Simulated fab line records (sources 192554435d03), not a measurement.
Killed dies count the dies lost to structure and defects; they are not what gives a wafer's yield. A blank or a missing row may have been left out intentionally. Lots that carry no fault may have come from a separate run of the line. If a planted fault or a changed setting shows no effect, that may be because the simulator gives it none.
3 desks looking at one fault | flow n5_finfet | numbers are kept per desk, each desk with only its own; the story behind them comes last

## THE DEFECT DESK
For each lot, the counts of the inspections along the route, averaged over the sampled wafers that have a number. Any lot whose mean is over 4 standard deviations away from the usual mean is out of limits and marked OUT; that distance is given in the brackets.
Columns: A = raw_defect_count at N5_BEOL_M4_INSPECT_30, usual 370
lot  | first seen here | A
L924 | day 8 13:03     | 390
L927 | day 8 22:21     | 331
L935 | day 10 15:03    | 338
L937 | day 11 17:51    | 334
L942 | day 12 09:18    | 399
L943 | day 12 10:21    | 416
This desk's verdict: no lot among the 6 shows anything out of limits.

## DESK OF THE TOOL OWNER: rie_diel-02
The tool's own readings at N5_BEOL_M4_ETCH_70 (etches SOC in N2/H2, target depth 80 nm, overetch 24 nm, time 130 s): means of the sampled wafers that have a number, for each lot that ran on this tool. Any lot whose mean is over 4 standard deviations away from the usual mean is out of limits and marked OUT; that distance is given in the brackets.
Columns: A = bias_w at N5_BEOL_M4_ETCH_70, usual 149.9 W; B = drypump_motor_current_A at N5_BEOL_M4_ETCH_70, usual 5.9 A; C = h2_flow_sccm at N5_BEOL_M4_ETCH_70, usual 200.0 sccm; D = oes_product_au at N5_BEOL_M4_ETCH_70, usual 0.58 a.u.; E = rf_vpp_V at N5_BEOL_M4_ETCH_70, usual 524.8 V; F = showerhead_plenum_p_Torr at N5_BEOL_M4_ETCH_70, usual 2.58 Torr; G = throttle_valve_pct at N5_BEOL_M4_ETCH_70, usual 17.77 %
lot  | first seen here | A               | B   | C     | D    | E                | F    | G
L924 | day 8 13:46     | 150.2           | 6.1 | 199.7 | 0.60 | 526.4            | 2.64 | 17.64
L935 | day 11 04:19    | 140.8 (-22) OUT | 6.1 | 199.4 | 0.62 | 507.4 (-6.0) OUT | 2.65 | 17.74
L937 | day 11 19:40    | 140.9 (-22) OUT | 6.0 | 199.8 | 0.57 | 506.2 (-6.4) OUT | 2.62 | 17.77
This desk's finding: out of limits on L935, L937; first on L935, day 11 04:19 (bias_w at N5_BEOL_M4_ETCH_70). In limits: L924.

## METROLOGY DESK
What the gauges read for every lot (on any tool): the sampled wafers with a number, averaged. Any lot whose mean is over 4 standard deviations away from the usual mean is out of limits and marked OUT; that distance is given in the brackets. Of its 12 readings 7 are shown: those that lie furthest out on some lot.
Columns: A = V3_OVL at N5_BEOL_M4_OVL_MEAS_29, usual 0.0 nm; B = IOFF_P at N5_BEOL_M4_RC_MEAS_101, usual 0.22 nA/um; C = ION_N at N5_BEOL_M4_RC_MEAS_101, usual 677 uA/um; D = ION_P at N5_BEOL_M4_RC_MEAS_101, usual 466 uA/um; E = SS_N at N5_BEOL_M4_RC_MEAS_101, usual 71.5 mV/dec; F = VT_N at N5_BEOL_M4_RC_MEAS_101, usual 249 mV; G = VT_P at N5_BEOL_M4_RC_MEAS_101, usual -248.9 mV
lot  | first seen here | A    | B    | C   | D   | E    | F   | G
L924 | day 8 12:57     | 0.8  | 0.27 | 687 | 473 | 71.6 | 247 | -247.0
L927 | day 8 22:16     | 0.1  | 0.22 | 672 | 459 | 72.4 | 250 | -249.4
L935 | day 10 14:58    | -0.5 | 0.21 | 685 | 470 | 70.9 | 248 | -248.0
L937 | day 11 17:46    | 0.0  | 0.24 | 674 | 470 | 72.3 | 249 | -248.9
L942 | day 12 09:13    | 0.7  | 0.20 | 669 | 460 | 71.4 | 251 | -250.6
L943 | day 12 10:16    | 0.1  | 0.17 | 657 | 455 | 71.4 | 253 | -253.5
This desk's verdict: no lot among the 6 shows anything out of limits.

## ALL TOGETHER
On L935, L937, at day 11 04:19, an alarm was possible from the tool owner's desk.
Nothing out of limits was seen by the defect desk.
From the metrology desk's view, nothing was out of limits.
The defect desk has L935, L937 on record, within its limits.
The metrology desk holds a record of L935, L937, inside its limits.
Every lot named ran N5_BEOL_M4_ETCH_70 on rie_diel-02.

## WHAT HAD BEEN PUT IN BY THE SIMULATOR
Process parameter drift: rie_diel-02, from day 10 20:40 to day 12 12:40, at N5_BEOL_M4_ETCH_70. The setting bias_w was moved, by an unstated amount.
Lots struck among those shown: L935, L937.
How many hours passed from the start of the fault until each desk's first out-of-limits reading: the tool owner's desk, 8.
